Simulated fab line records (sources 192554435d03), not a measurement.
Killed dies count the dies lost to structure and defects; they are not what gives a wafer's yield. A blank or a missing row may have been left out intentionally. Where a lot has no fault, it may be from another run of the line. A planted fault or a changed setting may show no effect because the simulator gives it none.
Chamber matching ; flow n5Finfet ; N5_BEOL_M13_ETCH_59 on rieDiel-01 has 4 sister chambers
The step etches BARC in N2/H2, target depth 89 nm, overetch 26.7 nm, time 67.9 s. 4 wafers are shown with their chamber, then 8 later ones without.

## WAFERS PAIRED WITH THEIR CHAMBERS
wafer;chamber;showerheadPlenumPTorr (Torr)
L077.6;3;2.45
L081.2;1;2.50
L081.6;2;2.61
L083.3;0;2.59

## WAFERS WHOSE CHAMBER IS MISSING
wafer;showerheadPlenumPTorr (Torr)
L083.4;2.44
L083.5;2.59
L093.3;2.49
L093.5;2.43
L093.6;2.60
L096.1;2.60
L096.2;2.49
L096.4;2.58

## THE CHAMBER EACH PASSED THROUGH
wafer;from the rows above;in truth
L083.4;3;3
L083.5;can't be placed: 0 or 2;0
L093.3;1;1
L093.5;3;3
L093.6;can't be placed: 2 or 0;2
L096.1;can't be placed: 2 or 0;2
L096.2;1;1
L096.4;can't be placed: 0 or 2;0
Correctly placed: 4 of 8. Not placeable from these rows: 4 (in 4, the candidates include the true chamber). Placed wrongly: 0.
How it was worked out, from the rows above alone: a wafer's distance from a chamber is the root of the sum, over the readings, of the square of ((its reading less the chamber's mean) divided by the reading's scatter). If the next closest chamber is less than 2 further off than the closest, the wafer can't be placed; otherwise it belongs to the closest. The mean given for a chamber averages the wafers shown for that chamber. The scatter: root of mean squared gap, hidden wafer to nearest shown wafer, with one shown wafer a chamber.
